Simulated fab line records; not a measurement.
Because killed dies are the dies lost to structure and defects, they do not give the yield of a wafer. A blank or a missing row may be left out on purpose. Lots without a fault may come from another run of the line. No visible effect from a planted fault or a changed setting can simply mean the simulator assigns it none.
One fault seen from 2 desks || flow nand harc || what lay behind the numbers comes last; until then each desk has only its own

## THE DEFECT DESK
Inspection counts along the route, by lot: the mean over sampled wafers that carry a number. A lot is out of limits, marked OUT, if its mean lies more than 4 standard deviations from the usual mean; the brackets give that distance.
Columns: A = raw defect count at NHARC_A_WL_FILL_INSPECT_15, usual 410
{"lot": "L759", "first seen here": "day 16 01:07", "A": 391}
{"lot": "L762", "first seen here": "day 16 17:51", "A": 277}
{"lot": "L760", "first seen here": "day 16 19:18", "A": 400}
{"lot": "L763", "first seen here": "day 17 08:48", "A": 602}
{"lot": "L761", "first seen here": "day 17 12:36", "A": 395}
{"lot": "L765", "first seen here": "day 17 17:28", "A": 467}
{"lot": "L766", "first seen here": "day 17 21:24", "A": 444}
{"lot": "L776", "first seen here": "day 20 07:20", "A": 528}
{"lot": "L777", "first seen here": "day 20 08:23", "A": 396}
{"lot": "L782", "first seen here": "day 21 08:31", "A": 266}
{"lot": "L779", "first seen here": "day 21 12:49", "A": 467}
{"lot": "L780", "first seen here": "day 21 13:16", "A": 349}
{"lot": "L781", "first seen here": "day 21 18:22", "A": 525}
Result from this desk: across the 13 lots, nothing is out of limits.

## TOOL OWNER'S DESK, cmp-03
The tool's own readings at NHARC_A_WL_FILL_CMP_12 (polishes, t overpolish 30 s, target thk 75 nm): means of the sampled wafers that have a number, for each lot that ran on this tool. A lot is out of limits, marked OUT, if its mean lies more than 4 standard deviations from the usual mean; the brackets give that distance.
Columns: A = motor current A at NHARC_A_WL_FILL_CMP_12, usual 12.4 A; B = overpolish run s at NHARC_A_WL_FILL_CMP_12, usual 30.001 s; C = time to endpoint s at NHARC_A_WL_FILL_CMP_12, usual 16.1 s
{"lot": "L759", "first seen here": "day 16 00:40", "A": 12.1, "B": 30.008, "C": 13.5}
{"lot": "L762", "first seen here": "day 16 17:23", "A": 13.4, "B": 29.996, "C": 19.0}
{"lot": "L763", "first seen here": "day 17 08:20", "A": 13.4, "B": 30.003, "C": 16.2}
{"lot": "L765", "first seen here": "day 17 17:01", "A": 13.4, "B": 30.002, "C": "7.4 (-4.6) OUT"}
{"lot": "L766", "first seen here": "day 17 20:58", "A": 11.9, "B": 29.993, "C": "8.4 (-4.0) OUT"}
Finding of this desk: L765, L766 out of limits; the first was L765 at day 17 17:01, on time to endpoint s at NHARC_A_WL_FILL_CMP_12. L759, L762, L763: within limits.

## TAKEN TOGETHER
An alarm could have come from the tool owner's desk at day 17 17:01, on L765, L766.
No out-of-limits result turned up at the defect desk.
The defect desk has L765, L766 on record, within its limits.
All the named lots went through NHARC_A_WL_FILL_CMP_12 on cmp-03.

## WHAT HAD BEEN PUT IN BY THE SIMULATOR
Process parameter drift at NHARC_A_WL_FILL_CMP_12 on cmp-03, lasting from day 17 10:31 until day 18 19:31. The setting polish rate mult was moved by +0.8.
Shown lots that were struck: L765, L766.
Hours from the fault's start to each desk's first reading out of limits: the tool owner's desk, 7.
